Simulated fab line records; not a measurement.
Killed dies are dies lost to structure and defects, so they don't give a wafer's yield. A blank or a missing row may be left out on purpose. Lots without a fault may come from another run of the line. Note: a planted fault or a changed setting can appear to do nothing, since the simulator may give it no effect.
fab line records	flow n5Finfet
record lots=7	wafers=39
route steps=1938 shown PMOS_HMC_CHANNEL_EPI@64 FIN_SAQP@130 SD_EPI_N@269 BEOL_M0_SAQP@672 BEOL_M5@1112
startH: the number of hours between the record's first day and the start of the first shown wafer of the lot	waitH: hours from the lot's prior step to this one	" the same as in the row above	L1.1+2: one row covering several wafers at once	- no value, or no start was given	* or withheld: withheld	< > ~ a bound
route shown NAME@n: NAME is a module with steps in the file, n the number in the route of the first one	usual: the fault-free wafers' mean and standard deviation	same: alike in all rows	chamber/n: place in a boat	sites: each site's reading	_std_site: standard deviation of those values	_edge_site: mean of outer sites minus mean of inner sites	radiusMm: for every site, how far away it sits from the centre of the wafer	mask NAME#n: copy n	behind: the most recent tool/chamber to have shaped the wafer	hold: why the lot went on hold/how many hours it stayed there/how the hold came to an end	device: transistor that didn't switch, given as n, p or np	end of line: the same wafers' tests at the end of the route	for a step that has no rows: nothing shown but its recipe	killed: at the first sort, the dies lost to defects and structure; wafer yield is something else	map: a wafer's dies, x killed, . not, _ none there
set.NAME: the run value of the setting; set.NAME@STEP: its run value at that earlier step	model.NAME: the simulator's own value behind a step, which no gauge read
one table per step and one row per wafer, for lots whose settings were changed on purpose
## steps
# step N5_PMOS_HMC_CHANNEL_EPI_DEVELOP_08
# recipe developTimeS=30	developer=TMAH	resist=CAR-ArF-block	devTempC=23	rinseLiquid=diw	dry=airSpin
lot.wafer	tool	chamber	startH	waitH	set.developTimeS
L074.1+2+5	lithoTrack-05	0	-	-	37.91
L074.3+4+6	"	0	"	"	30
L076.1+4+6	lithoTrack-03	0	-	-	30
L077.1+5+6	lithoTrack-05	0	-	-	30
L077.2+3+4	"	0	"	"	24.39
L082.1+4+5	lithoTrack-04	0	-	-	16.89
L082.2+3+6	"	0	"	"	30
L088.1+3+5	lithoTrack-03	0	-	-	17.43
L088.2+4+6	"	0	"	"	30
L092.1+2+5	lithoTrack-05	0	-	-	30
L092.3+4+6	"	0	"	"	41.76
L095.1+2+6	lithoTrack-04	0	-	-	15.23
L095.3+4+5	"	0	"	"	30
# step N5_PMOS_HMC_CHANNEL_EPI_CD_MEAS_09
# recipe targetCdNm=237.4	landingEnergyEv=500	detector=seInlens
# usual cdNm=237.3/0.92
lot.wafer	tool	chamber	startH	waitH	set.developTimeS@PMOS_HMC_CHANNEL_EPI_DEVELOP_08	cdNm
L074.1	cdSem-03	0	16.98	-	37.91	238.4
L074.2	"	0	"	"	37.91	237.9
L074.3	"	0	"	"	30	236.5
L074.4	"	0	"	"	30	237.8
L074.5	"	0	"	"	37.91	239.8
L074.6	"	0	"	"	30	237.0
L076.1	cdSem-01	0	29.79	-	30	236.5
L076.4	"	0	"	"	30	237.0
L076.6	"	0	"	"	30	236.5
L077.1	cdSem-03	0	36.54	-	30	238.2
L077.2	"	0	"	"	24.39	237.5
L077.3	"	0	"	"	24.39	237.2
L077.4	"	0	"	"	24.39	237.4
L077.5	"	0	"	"	30	238.2
L077.6	"	0	"	"	30	238.4
L082.1	cdSem-03	0	65.75	-	16.89	233.6
L082.2	"	0	"	"	30	237.3
L082.3	"	0	"	"	30	237.0
L082.4	"	0	"	"	16.89	233.8
L082.5	"	0	"	"	16.89	235.0
L082.6	"	0	"	"	30	237.1
L088.1	cdSem-03	0	102.02	-	17.43	234.4
L088.2	"	0	"	"	30	236.3
L088.3	"	0	"	"	17.43	232.8
L088.4	"	0	"	"	30	237.2
L088.5	"	0	"	"	17.43	234.0
L088.6	"	0	"	"	30	236.3
L092.1	cdSem-02	0	125.67	-	30	237.9
L092.2	"	0	"	"	30	238.0
L092.3	"	0	"	"	41.76	239.6
L092.4	"	0	"	"	41.76	239.6
L092.5	"	0	"	"	30	236.1
L092.6	"	0	"	"	41.76	240.5
L095.1	cdSem-01	0	143.24	-	15.23	233.0
L095.2	"	0	"	"	15.23	232.2
L095.3	"	0	"	"	30	236.8
L095.4	"	0	"	"	30	237.6
L095.5	"	0	"	"	30	237.4
L095.6	"	0	"	"	15.23	232.6
# step N5_PMOS_HMC_CHANNEL_EPI_DESCUM_14
# recipe chemistry=O2	timeS=7.9	sourcePowerW=50	biasPowerW=20	pressureMtorr=20	rfFrequencyHz=2.712e+07	tempC=40	resist=CAR-ArF-block	o2FlowSccm=225
lot.wafer	tool	chamber	startH	waitH	set.developTimeS@PMOS_HMC_CHANNEL_EPI_DEVELOP_08	model.PMOS_HMC_CHANNEL_EPI.cdNm
L074.1	rieDiel-06	0	17.07	0.0	37.91	238.5
L074.2	"	3	"	"	37.91	237.7
L074.3	"	2	"	"	30	236.3
L074.4	"	1	"	"	30	237.3
L074.5	"	3	"	"	37.91	239.7
L074.6	"	2	"	"	30	237.4
L076.1	rieDiel-02	3	30.14	0.3	30	-
L076.4	"	2	"	"	30	237
L076.6	"	2	"	"	30	236.2
L077.1+5	rieDiel-01	0,2	36.62	0.0	30	238.1
L077.2	"	3	"	"	24.39	237.7
L077.3	"	2	"	"	24.39	237.4
L077.4	"	3	"	"	24.39	237.2
L077.6	"	0	"	"	30	238.2
L082.1	rieDiel-06	3	66.15	0.3	16.89	233.8
L082.2	"	0	"	"	30	237.1
L082.3+6	"	2,1	"	"	30	236.9
L082.4	"	1	"	"	16.89	233.6
L082.5	"	2	"	"	16.89	234.7
L088.1	rieDiel-01	0	102.25	0.2	17.43	234.1
L088.2	"	3	"	"	30	236.3
L088.3	"	2	"	"	17.43	232.9
L088.4	"	1	"	"	30	236.9
L088.5	"	3	"	"	17.43	234.2
L088.6	"	2	"	"	30	236.4
L092.1	rieDiel-02	3	125.76	0.0	30	238.2
L092.2	"	2	"	"	30	237.7
L092.3	"	1	"	"	41.76	239.5
L092.4	"	0	"	"	41.76	239.4
L092.5	"	1	"	"	30	235.9
L092.6	"	0	"	"	41.76	240.3
L095.1	rieDiel-02	1	143.81	0.5	15.23	232.7
L095.2	"	2	"	"	15.23	232
L095.3	"	3	"	"	30	236.7
L095.4	"	3	"	"	30	237.5
L095.5	"	2	"	"	30	237.2
L095.6	"	1	"	"	15.23	232.5
# step N5_FIN_SAQP_ETCH_65
# recipe chemistry=CF4	target=SiO2	targetDepthA=40	ionEnergyEv=350	timeS=4.4	pressureMtorr=10	icpW=800	biasW=400	cf4FlowSccm=80
lot.wafer	tool	chamber	startH	waitH	set.timeS	model.etch.depthNm
L074.1	rieSi-06	3	24.75	0.1	6.062	5.466
L074.2	"	1	"	"	4.4	3.904
L074.3	"	0	"	"	6.062	5.557
L074.4	"	2	"	"	6.062	5.81
L074.5	"	2	"	"	4.4	4.195
L074.6	"	3	"	"	4.4	3.946
L076.1	rieSi-03	0	38.31	0.1	4.4	4.046
L076.4	"	0	"	"	4.4	4.028
L076.6	"	1	"	"	4.4	4.118
L077.1	rieSi-03	1	44.07	0.1	4.4	4.078
L077.2	"	2	"	"	4.4	3.957
L077.3	"	0	"	"	4.4	4.01
L077.4	"	1	"	"	4.4	4.119
L077.5	"	2	"	"	4.4	3.93
L077.6	"	0	"	"	4.4	4.061
L082.1	rieSi-06	3	72.98	0.1	4.4	4.025
L082.2	"	2	"	"	3.017	2.871
L082.3	"	0	"	"	3.017	2.757
L082.4	"	1	"	"	4.4	3.962
L082.5	"	1	"	"	3.017	2.728
L082.6	"	0	"	"	4.4	4.032
L088.1	rieSi-05	1	110.66	0.1	2.049	1.885
L088.2	"	2	"	"	2.049	1.818
L088.3	"	0	"	"	2.049	1.846
L088.4	"	3	"	"	4.4	4.154
L088.5	"	2	"	"	4.4	3.921
L088.6	"	1	"	"	4.4	4.074
L092.1	rieSi-03	2	133.47	0.1	5.76	5.16
L092.2	"	0	"	"	4.4	4.029
L092.3	"	1	"	"	5.76	5.398
L092.4	"	3	"	"	4.4	3.994
L092.5	"	3	"	"	5.76	5.266
L092.6	"	2	"	"	4.4	3.932
L095.1	rieSi-06	0	150.84	0.1	5.5	4.967
L095.2+5	"	1,3	"	"	4.4	3.95
L095.3	"	2	"	"	5.5	5.16
L095.4	"	3	"	"	5.5	5.016
L095.6	"	0	"	"	4.4	3.996
# step N5_SD_EPI_N_DEVELOP_08
# recipe developTimeS=30	developer=TMAH	resist=CAR-ArF-block	devTempC=23	rinseLiquid=diw	dry=airSpin
lot.wafer	tool	chamber	startH	waitH	set.developTimeS
L074.1+5+6	lithoTrack-02	0	-	-	30
L074.2+3+4	"	0	"	"	21.09
L076.1+4+6	lithoTrack-05	0	-	-	30
L077.1+3+5	lithoTrack-01	0	-	-	41.51
L077.2+4+6	"	0	"	"	30
L082.1+2+6	lithoTrack-02	0	-	-	30
L082.3+4+5	"	0	"	"	19.2
L088.1+5+6	lithoTrack-05	0	-	-	24.61
L088.2+3+4	"	0	"	"	30
L092.1+5+6	lithoTrack-05	0	-	-	20.99
L092.2+3+4	"	0	"	"	30
L095.1+2+3	lithoTrack-05	0	-	-	15.32
L095.4+5+6	"	0	"	"	30
# step N5_SD_EPI_N_CD_MEAS_09
# recipe targetCdNm=120	landingEnergyEv=500	detector=seInlens
# usual cdNm=119.7/0.68
lot.wafer	tool	chamber	startH	waitH	set.developTimeS@SD_EPI_N_DEVELOP_08	cdNm
L074.1	cdSem-01	0	52.90	-	30	119.8
L074.2	"	0	"	"	21.09	118.1
L074.3	"	0	"	"	21.09	117.7
L074.4	"	0	"	"	21.09	118.6
L074.5	"	0	"	"	30	119.3
L074.6	"	0	"	"	30	120.4
L076.1	cdSem-01	0	61.83	-	30	119.6
L076.4	"	0	"	"	30	119.2
L076.6	"	0	"	"	30	119.7
L077.1	cdSem-03	0	72.56	-	41.51	120.9
L077.2	"	0	"	"	30	120.4
L077.3	"	0	"	"	41.51	121.0
L077.4	"	0	"	"	30	118.6
L077.5	"	0	"	"	41.51	120.7
L077.6	"	0	"	"	30	120.0
L082.1	cdSem-03	0	97.29	-	30	119.6
L082.2	"	0	"	"	30	119.6
L082.3	"	0	"	"	19.2	118.4
L082.4	"	0	"	"	19.2	116.4
L082.5	"	0	"	"	19.2	117.1
L082.6	"	0	"	"	30	118.9
L088.1	cdSem-01	0	138.45	-	24.61	118.2
L088.2	"	0	"	"	30	119.0
L088.3	"	0	"	"	30	118.6
L088.4	"	0	"	"	30	118.6
L088.5	"	0	"	"	24.61	118.7
L088.6	"	0	"	"	24.61	118.0
L092.1	cdSem-01	0	161.02	-	20.99	117.3
L092.2	"	0	"	"	30	119.2
L092.3	"	0	"	"	30	120.0
L092.4	"	0	"	"	30	119.4
L092.5	"	0	"	"	20.99	117.1
L092.6	"	0	"	"	20.99	117.2
L095.1	cdSem-02	0	174.78	-	15.32	116.3
L095.2	"	0	"	"	15.32	115.7
L095.3	"	0	"	"	15.32	116.4
L095.4	"	0	"	"	30	119.6
L095.5	"	0	"	"	30	119.4
L095.6	"	0	"	"	30	120.5
# step N5_SD_EPI_N_DESCUM_14
# recipe chemistry=O2	timeS=7.9	sourcePowerW=50	biasPowerW=20	pressureMtorr=20	rfFrequencyHz=2.712e+07	tempC=40	resist=CAR-ArF-block	o2FlowSccm=225
lot.wafer	tool	chamber	startH	waitH	set.developTimeS@SD_EPI_N_DEVELOP_08	model.SD_EPI_N.cdNm
L074.1+6	rieDiel-05	1,3	52.99	0.0	30	120.2
L074.2	"	2	"	"	21.09	118.4
L074.3	"	3	"	"	21.09	117.8
L074.4	"	2	"	"	21.09	118.8
L074.5	"	1	"	"	30	119.4
L076.1	rieDiel-03	1	61.92	0.0	30	119.2
L076.4	"	2	"	"	30	119
L076.6	"	3	"	"	30	119.6
L077.1	rieDiel-05	0	73.03	0.4	41.51	121.2
L077.2	"	2	"	"	30	120
L077.3	"	1	"	"	41.51	121.4
L077.4	"	3	"	"	30	118.8
L077.5	"	1	"	"	41.51	121
L077.6	"	0	"	"	30	120.2
L082.1+6	rieDiel-05	2,3	98.01	0.7	30	119.4
L082.2	"	0	"	"	30	119.6
L082.3	"	1	"	"	19.2	118.2
L082.4	"	3	"	"	19.2	116.8
L082.5	"	0	"	"	19.2	117.2
L088.1+6	rieDiel-05	1,3	138.54	0.0	24.61	118
L088.2	"	0	"	"	30	119
L088.3+4	"	2,3	"	"	30	118.4
L088.5	"	0	"	"	24.61	118.4
L092.1+6	rieDiel-05	3	161.11	0.0	20.99	116.8
L092.2	"	2	"	"	30	119.4
L092.3	"	1	"	"	30	119.8
L092.4	"	0	"	"	30	119.2
L092.5	"	0	"	"	20.99	117
L095.1	rieDiel-03	2	174.87	0.0	15.32	116.2
L095.2	"	1	"	"	15.32	116
L095.3	"	3	"	"	15.32	116.4
L095.4	"	0	"	"	30	119.6
L095.5	"	3	"	"	30	119.8
L095.6	"	0	"	"	30	120
# step N5_BEOL_M0_SAQP_ETCH_106
# recipe chemistry=N2/H2	target=SOC	targetDepthA=1500	stopOn=SiNx	ionEnergyEv=100	biasW=61	pressureMtorr=30	sourceW=850	n2FlowSccm=200	h2FlowSccm=200
lot.wafer	tool	chamber	startH	waitH	set.targetDepthA	model.SOC_of_BEOL_M0_SAQP_COAT_105.thkNm
L074.1	rieDiel-06	3	125.35	-	608.2	70.2
L074.2	"	0	"	"	1500	26.6
L074.3	"	1	"	"	1500	26.2
L074.4	"	2	"	"	608.2	71
L074.5	"	3	"	"	1500	26.8
L074.6	"	0	"	"	608.2	70.6
L076.1	rieDiel-01	0	126.53	-	1500	24.4
L076.4	"	2	"	"	1500	23.8
L076.6	"	0	"	"	1500	25.2
L077.1	rieDiel-02	3	135.27	-	1500	25.4
L077.2	"	1	"	"	1966	5
L077.3	"	2	"	"	1966	3.8
L077.4	"	0	"	"	1500	26.6
L077.5	"	3	"	"	1966	1.8
L077.6	"	0	"	"	1500	26.2
L082.1	rieDiel-02	0	159.30	-	1500	23.6
L082.2+5+6	"	2,0,1	"	"	2359	0
L082.3	"	1	"	"	1500	27
L082.4	"	3	"	"	1500	24.4
L088.1	rieDiel-02	3	199.29	-	912	55
L088.2	"	2	"	"	1500	24.2
L088.3	"	1	"	"	912	54.4
L088.4	"	1	"	"	1500	26.6
L088.5	"	2	"	"	1500	24.4
L088.6	"	3	"	"	912	54.6
L092.1	rieDiel-06	1	226.42	-	1177	40.6
L092.2	"	2	"	"	1500	28.2
L092.3	"	0	"	"	1500	23
L092.4	"	3	"	"	1177	41.8
L092.5	"	2	"	"	1500	27.4
L092.6	"	1	"	"	1177	40
L095.1	rieDiel-02	2	240.46	-	1500	25.4
L095.2	"	3	"	"	1500	24.8
L095.3	"	0	"	"	878.2	55.6
L095.4+6	"	1	"	"	878.2	56.6
L095.5	"	2	"	"	1500	25
# step N5_BEOL_M0_SAQP_ETCH_107
# recipe chemistry=CH3F/O2	target=SiNx	targetDepthA=300	maskMaterial=SOC	pressureMtorr=30	sourceW=395	biasW=73	Ar_flow_sccm=150	CH3F_flow_sccm=30	O2_flow_sccm=20	ionEnergyEv=120
lot.wafer	tool	chamber	startH	waitH	set.targetDepthA@BEOL_M0_SAQP_ETCH_106	model.SOC_of_BEOL_M0_SAQP_COAT_105.thkNm
L074.1	rieDiel-06	3	125.41	0.0	608.2	59.4
L074.2	"	0	"	"	1500	15.8
L074.3	"	1	"	"	1500	15.2
L074.4	"	2	"	"	608.2	60.2
L074.5	"	3	"	"	1500	16
L074.6	"	0	"	"	608.2	59.6
L076.1	rieDiel-01	0	126.59	0.0	1500	13.4
L076.4	"	2	"	"	1500	12.8
L076.6	"	0	"	"	1500	14.2
L077.1	rieDiel-02	3	135.33	0.0	1500	14.8
L077.2+3+5	"	1,2,3	"	"	1966	0
L077.4	"	0	"	"	1500	16
L077.6	"	0	"	"	1500	15.4
L082.1	rieDiel-02	0	159.36	0.0	1500	12.6
L082.2+5+6	"	2,0,1	"	"	2359	0
L082.3	"	1	"	"	1500	16.2
L082.4	"	3	"	"	1500	13.4
L088.1	rieDiel-02	3	199.35	0.0	912	44.4
L088.2+5	"	2	"	"	1500	13.4
L088.3	"	1	"	"	912	43.8
L088.4	"	1	"	"	1500	15.8
L088.6	"	3	"	"	912	44
L092.1	rieDiel-06	1	226.48	0.0	1177	29.6
L092.2	"	2	"	"	1500	17.6
L092.3	"	0	"	"	1500	12
L092.4	"	3	"	"	1177	31
L092.5	"	2	"	"	1500	17
L092.6	"	1	"	"	1177	29.2
L095.1	rieDiel-02	2	240.52	0.0	1500	14.8
L095.2+5	"	3,2	"	"	1500	14.2
L095.3	"	0	"	"	878.2	44.8
L095.4+6	"	1	"	"	878.2	46
# step N5_BEOL_M5_ILD_DEP_00
# recipe material=SiCOH_lowk	targetThkA=1406.4	tempC=300	precursor=DEMS/porogen	pressureTorr=5	rfW=500	timeS=25.9
lot.wafer	tool	chamber	startH	waitH	set.timeS	model.SiCOH_lowk_of_BEOL_M5_ILD_DEP_00.thkNm
L076.1	pecvd-03	1	203.08	0.8	25.9	139
L076.4	"	2	"	"	25.9	140
L076.6	"	1	"	"	25.9	139.8
L074.1	pecvd-02	0	203.30	0.8	35.62	190.2
L074.2	"	1	"	"	25.9	137
L074.3	"	1	"	"	35.62	188
L074.4	"	0	"	"	25.9	142.8
L074.5	"	1	"	"	35.62	190.4
L074.6	"	0	"	"	25.9	144
L077.1	pecvd-03	2	210.29	0.8	35.48	189.2
L077.2	"	1	"	"	35.48	191
L077.3	"	0	"	"	25.9	141.2
L077.4	"	1	"	"	25.9	143
L077.5	"	2	"	"	25.9	141
L077.6	"	0	"	"	35.48	192.8
L082.1	pecvd-04	0	243.18	0.8	12.25	69.4
L082.2	"	2	"	"	25.9	142.4
L082.3	"	1	"	"	12.25	69
L082.4	"	1	"	"	25.9	142.6
L082.5	"	0	"	"	12.25	71.6
L082.6	"	2	"	"	25.9	144.2
L088.1+4	pecvd-02	2,1	283.11	0.8	25.9	137.4
L088.2	"	1	"	"	41.05	213.4
L088.3	"	0	"	"	25.9	139.2
L088.5	"	2	"	"	41.05	220
L088.6	"	0	"	"	41.05	221.2
L092.1	pecvd-04	0	307.35	0.8	11.55	64
L092.2	"	1	"	"	11.55	64.4
L092.3	"	2	"	"	25.9	139.8
L092.4	"	0	"	"	11.55	64.6
L092.5	"	1	"	"	25.9	144.8
L092.6	"	2	"	"	25.9	141.4
L095.1	pecvd-03	0	330.00	0.8	17.06	94.2
L095.2	"	2	"	"	25.9	141.6
L095.3	"	1	"	"	17.06	92.4
L095.4	"	2	"	"	25.9	143
L095.5	"	0	"	"	17.06	93.4
L095.6	"	1	"	"	25.9	141.8
# step N5_BEOL_M5_CURE_79
# recipe tempC=385	timeS=240	ambient=He/Ar	material=SiCOH_lowk
lot.wafer	tool	chamber	startH	waitH	set.timeS@BEOL_M5_ILD_DEP_00	model.SiCOH_lowk_of_BEOL_M5_ILD_DEP_00.thkNm
L076.1	uvCure-02	1	203.15	0.1	25.9	119.6
L076.4	"	1	"	"	25.9	120.4
L076.6	"	1	"	"	25.9	120.2
L074.1	uvCure-01	0	203.54	0.2	35.62	164.2
L074.2	"	0	"	"	25.9	117.8
L074.3	"	0	"	"	35.62	162.2
L074.4	"	0	"	"	25.9	123
L074.5	"	0	"	"	35.62	164.4
L074.6	"	0	"	"	25.9	123.8
L077.1	uvCure-02	1	210.35	0.0	35.48	163.2
L077.2	"	1	"	"	35.48	164.8
L077.3	"	1	"	"	25.9	121.6
L077.4	"	1	"	"	25.9	123
L077.5	"	1	"	"	25.9	121.4
L077.6	"	1	"	"	35.48	166.4
L082.1	uvCure-01	1	243.24	0.0	12.25	59.4
L082.2	"	1	"	"	25.9	122.6
L082.3	"	1	"	"	12.25	59.2
L082.4	"	1	"	"	25.9	122.8
L082.5	"	1	"	"	12.25	61.4
L082.6	"	1	"	"	25.9	124.2
L088.1+4	uvCure-01	2	283.24	0.1	25.9	118.2
L088.2	"	2	"	"	41.05	184.4
L088.3	"	2	"	"	25.9	119.8
L088.5	"	2	"	"	41.05	190.2
L088.6	"	2	"	"	41.05	191.2
L092.1	uvCure-03	2	307.41	0.0	11.55	54.8
L092.2	"	2	"	"	11.55	55.2
L092.3	"	2	"	"	25.9	120.4
L092.4	"	2	"	"	11.55	55.4
L092.5	"	2	"	"	25.9	124.6
L092.6	"	2	"	"	25.9	121.6
L095.1	uvCure-02	1	330.06	0.0	17.06	80.8
L095.2	"	1	"	"	25.9	121.8
L095.3	"	1	"	"	17.06	79.2
L095.4	"	1	"	"	25.9	123
L095.5	"	1	"	"	17.06	80.2
L095.6	"	1	"	"	25.9	122
# step N5_BEOL_M5_THK_MEAS_01
# recipe reads=SiCOH_lowk_of_BEOL_M5_ILD_DEP_00
# usual M5_ILD_THK=121.1/1.8
lot.wafer	tool	chamber	startH	waitH	set.timeS@BEOL_M5_ILD_DEP_00	M5_ILD_THK[nm]
L076.1	filmMetro-01	-	203.66	0.4	25.9	119.6
L076.4	"	-	"	"	25.9	120.5
L076.6	"	-	"	"	25.9	120.2
L074.1	filmMetro-01	-	204.05	0.4	35.62	163.9
L074.2	"	-	"	"	25.9	117.9
L074.3	"	-	"	"	35.62	162.2
L074.4	"	-	"	"	25.9	123.1
L074.5	"	-	"	"	35.62	164.3
L074.6	"	-	"	"	25.9	123.8
L077.1	filmMetro-01	-	210.87	0.4	35.48	163.2
L077.2	"	-	"	"	35.48	164.7
L077.3	"	-	"	"	25.9	121.5
L077.4	"	-	"	"	25.9	123.0
L077.5	"	-	"	"	25.9	121.4
L077.6	"	-	"	"	35.48	166.4
L082.1	filmMetro-02	-	243.76	0.4	12.25	59.4
L082.2	"	-	"	"	25.9	122.7
L082.3	"	-	"	"	12.25	59.1
L082.4	"	-	"	"	25.9	122.8
L082.5	"	-	"	"	12.25	61.3
L082.6	"	-	"	"	25.9	124.1
L088.1	filmMetro-02	-	283.76	0.4	25.9	118.1
L088.2	"	-	"	"	41.05	184.2
L088.3	"	-	"	"	25.9	119.9
L088.4	"	-	"	"	25.9	118.1
L088.5	"	-	"	"	41.05	190.1
L088.6	"	-	"	"	41.05	191.1
L092.1	filmMetro-01	-	308.41	0.8	11.55	54.8
L092.2	"	-	"	"	11.55	55.2
L092.3	"	-	"	"	25.9	120.3
L092.4	"	-	"	"	11.55	55.4
L092.5	"	-	"	"	25.9	124.5
L092.6	"	-	"	"	25.9	121.8
L095.1	filmMetro-01	-	330.57	0.4	17.06	80.9
L095.2	"	-	"	"	25.9	121.9
L095.3	"	-	"	"	17.06	79.2
L095.4	"	-	"	"	25.9	123.1
L095.5	"	-	"	"	17.06	80.1
L095.6	"	-	"	"	25.9	122.1
## key
split step=N5_PMOS_HMC_CHANNEL_EPI_DEVELOP_08	setting=developTimeS	stated=30	by=wafer
response step=N5_PMOS_HMC_CHANNEL_EPI_CD_MEAS_09	reading=cdNm	change=+0.0737	per=1%	r=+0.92
response step=N5_PMOS_HMC_CHANNEL_EPI_DESCUM_14	reading=model.PMOS_HMC_CHANNEL_EPI.cdNm	change=+0.0725	per=1%	r=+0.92
split step=N5_FIN_SAQP_ETCH_65	setting=timeS	stated=4.4	by=wafer
response step=N5_FIN_SAQP_ETCH_65	reading=model.etch.depthNm	change=+0.0413	per=1%	r=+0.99
split step=N5_SD_EPI_N_DEVELOP_08	setting=developTimeS	stated=30	by=wafer
response step=N5_SD_EPI_N_CD_MEAS_09	reading=cdNm	change=+0.0592	per=1%	r=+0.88
response step=N5_SD_EPI_N_DESCUM_14	reading=model.SD_EPI_N.cdNm	change=+0.061	per=1%	r=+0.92
split step=N5_BEOL_M0_SAQP_ETCH_106	setting=targetDepthA	stated=1500	by=wafer
response step=N5_BEOL_M0_SAQP_ETCH_106	reading=model.SOC_of_BEOL_M0_SAQP_COAT_105.thkNm	change=-0.654	per=1%	r=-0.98
response step=N5_BEOL_M0_SAQP_ETCH_107	reading=model.SOC_of_BEOL_M0_SAQP_COAT_105.thkNm	shape=bent	atLowest=59.73	atStated=14.68	atHighest=0
split step=N5_BEOL_M5_ILD_DEP_00	setting=timeS	stated=25.9	by=wafer
response step=N5_BEOL_M5_ILD_DEP_00	reading=model.SiCOH_lowk_of_BEOL_M5_ILD_DEP_00.thkNm	change=+1.37	per=1%	r=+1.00
response step=N5_BEOL_M5_CURE_79	reading=model.SiCOH_lowk_of_BEOL_M5_ILD_DEP_00.thkNm	change=+1.19	per=1%	r=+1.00
response step=N5_BEOL_M5_THK_MEAS_01	reading=M5_ILD_THK	change=+1.19	per=1%	r=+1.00
